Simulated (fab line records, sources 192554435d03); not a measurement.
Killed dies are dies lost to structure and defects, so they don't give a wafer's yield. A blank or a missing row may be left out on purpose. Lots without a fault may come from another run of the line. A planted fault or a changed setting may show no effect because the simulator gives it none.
Chamber matching | flow n5_finfet | N5_BEOL_M5_PECVD_70 on pecvd-04: 3 sister chambers
The step deposits SiO2 from TEOS/O2, target thk 16 nm, time 18 s. 6 wafers are shown with their chamber, then 10 later ones without.

WAFERS WITH THEIR CHAMBER
wafer  | chamber | throttle_valve_pct (%) | showerhead_plenum_p_Torr (Torr)
L085.2 | 1       | 21.4                   | 8.79
L085.4 | 1       | 21.4                   | 8.79
L088.1 | 0       | 25.0                   | 8.81
L088.4 | 2       | 21.5                   | 8.71
L090.2 | 0       | 24.5                   | 8.83
L090.3 | 2       | 22.0                   | 8.73

WAFERS WITHOUT THEIR CHAMBER
wafer  | throttle_valve_pct (%) | showerhead_plenum_p_Torr (Torr)
L090.6 | 25.3                   | 8.80
L092.1 | 21.8                   | 8.72
L092.2 | 21.7                   | 8.82
L092.6 | 24.8                   | 8.84
L094.1 | 21.7                   | 8.72
L094.2 | 24.7                   | 8.83
L094.3 | 21.4                   | 8.76
L097.1 | 21.6                   | 8.73
L097.2 | 25.3                   | 8.84
L097.5 | 21.6                   | 8.80

WHICH CHAMBER EACH WENT THROUGH
wafer  | from the rows above     | in truth
L090.6 | 0                       | 0
L092.1 | 2                       | 2
L092.2 | 1                       | 1
L092.6 | 0                       | 0
L094.1 | 2                       | 2
L094.2 | 0                       | 0
L094.3 | can't be placed: 1 or 2 | 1
L097.1 | 2                       | 2
L097.2 | 0                       | 0
L097.5 | 1                       | 1
Placed correctly: 9 of 10. Can't be placed from these rows: 1 (the true chamber is among the candidates in 1). Placed wrongly: 0.
How it was worked out, from the rows above alone: a wafer's distance from a chamber is the root of the sum, over the readings, of the square of ((its reading less the chamber's mean) divided by the reading's scatter). The wafer belongs to the nearest chamber; if the next one is less than 2 further off, it can't be placed. A chamber's mean is the mean of its shown wafers. The scatter: the root of (the sum of the squares of (reading less its chamber's mean) over the shown wafers, divided by (wafers less chambers)).
